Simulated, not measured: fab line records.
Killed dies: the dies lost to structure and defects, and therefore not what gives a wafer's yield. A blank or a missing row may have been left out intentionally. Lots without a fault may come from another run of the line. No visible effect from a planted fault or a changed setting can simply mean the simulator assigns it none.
Chamber matching    flow nand harc    4 sister chambers for NHARC_P_M2_DESCUM_14 on rie diel-06
The step chemistry O2, time 3 s. 8 wafers are shown with their chamber, then 7 later ones without.

## WAFERS, EACH WITH ITS CHAMBER
wafer   chamber  oes product au (a.u.)  rf vpp V (V)
L426.3  0        1.002                  58.4
L426.5  0        1.000                  59.0
L435.1  3        0.996                  58.4
L439.1  2        1.005                  58.6
L439.4  3        0.998                  57.0
L439.6  1        1.013                  58.7
L438.1  2        1.006                  58.4
L438.4  1        1.001                  56.4

## WAFERS MISSING THEIR CHAMBER
wafer   oes product au (a.u.)  rf vpp V (V)
L438.6  1.012                  56.4
L442.1  0.999                  57.7
L442.2  1.010                  58.2
L442.3  1.014                  58.6
L446.3  0.998                  59.3
L446.4  1.013                  57.7
L446.6  1.012                  59.9

## CHAMBER TAKEN BY EACH
wafer   from the rows above                in truth
L438.6  can't be placed: 1 or 2 or 0       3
L442.1  can't be placed: 3 or 0 or 2 or 1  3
L442.2  can't be placed: 1 or 2 or 0       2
L442.3  can't be placed: 1 or 2 or 0       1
L446.3  can't be placed: 0 or 3 or 2 or 1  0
L446.4  can't be placed: 1 or 2 or 0       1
L446.6  can't be placed: 2 or 1 or 0       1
Correctly placed: 0 of 7. These rows do not allow placing 7 (true chamber among the candidates in 6). Placed wrongly: 0.
How it was worked out, from the rows above alone: a wafer's distance from a chamber is the root of the sum, over the readings, of the square of ((its reading less the chamber's mean) divided by the reading's scatter). The wafer belongs to the nearest chamber; if the next one is less than 2 further off, it can't be placed. For every chamber, the mean is computed from those of its wafers that are shown. The scatter is the square root of a quotient: the sum, over the shown wafers, of each reading's squared deviation from its chamber's mean, divided by wafers minus chambers.
